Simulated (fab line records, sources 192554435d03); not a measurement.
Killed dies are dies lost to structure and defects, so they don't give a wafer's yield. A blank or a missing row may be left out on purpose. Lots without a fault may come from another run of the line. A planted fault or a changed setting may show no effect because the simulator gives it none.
Chamber matching | flow n5_finfet | N5_HKMG_FIN_STRIP_92 on rie_diel-02: 4 sister chambers
The step strips SOC in N2/H2, time 20 s. 8 wafers are shown with their chamber, then 10 later ones without.

WAFERS WITH THEIR CHAMBER
wafer  | chamber | drypump_motor_current_A (A) | showerhead_plenum_p_Torr (Torr)
L080.6 | 3       | 6.8                         | 3.57
L081.5 | 1       | 5.6                         | 3.32
L083.1 | 3       | 6.8                         | 3.56
L083.5 | 2       | 6.5                         | 3.24
L085.1 | 1       | 5.6                         | 3.31
L085.5 | 0       | 5.3                         | 3.56
L087.1 | 0       | 5.3                         | 3.56
L087.2 | 2       | 6.4                         | 3.24

WAFERS WITHOUT THEIR CHAMBER
wafer  | drypump_motor_current_A (A) | showerhead_plenum_p_Torr (Torr)
L087.3 | 6.8                         | 3.56
L086.3 | 5.3                         | 3.56
L086.4 | 6.8                         | 3.56
L086.5 | 5.7                         | 3.31
L091.2 | 6.5                         | 3.23
L091.3 | 5.3                         | 3.56
L091.4 | 6.9                         | 3.55
L092.2 | 6.5                         | 3.23
L092.5 | 6.8                         | 3.55
L092.6 | 5.3                         | 3.56

WHICH CHAMBER EACH WENT THROUGH
wafer  | from the rows above | in truth
L087.3 | 3                   | 3
L086.3 | 0                   | 0
L086.4 | 3                   | 3
L086.5 | 1                   | 1
L091.2 | 2                   | 2
L091.3 | 0                   | 0
L091.4 | 3                   | 3
L092.2 | 2                   | 2
L092.5 | 3                   | 3
L092.6 | 0                   | 0
Placed correctly: 10 of 10. Can't be placed from these rows: 0. Placed wrongly: 0.
How it was worked out, from the rows above alone: a wafer's distance from a chamber is the root of the sum, over the readings, of the square of ((its reading less the chamber's mean) divided by the reading's scatter). The wafer belongs to the nearest chamber; if the next one is less than 2 further off, it can't be placed. A chamber's mean is the mean of its shown wafers. The scatter: the root of (the sum of the squares of (reading less its chamber's mean) over the shown wafers, divided by (wafers less chambers)).
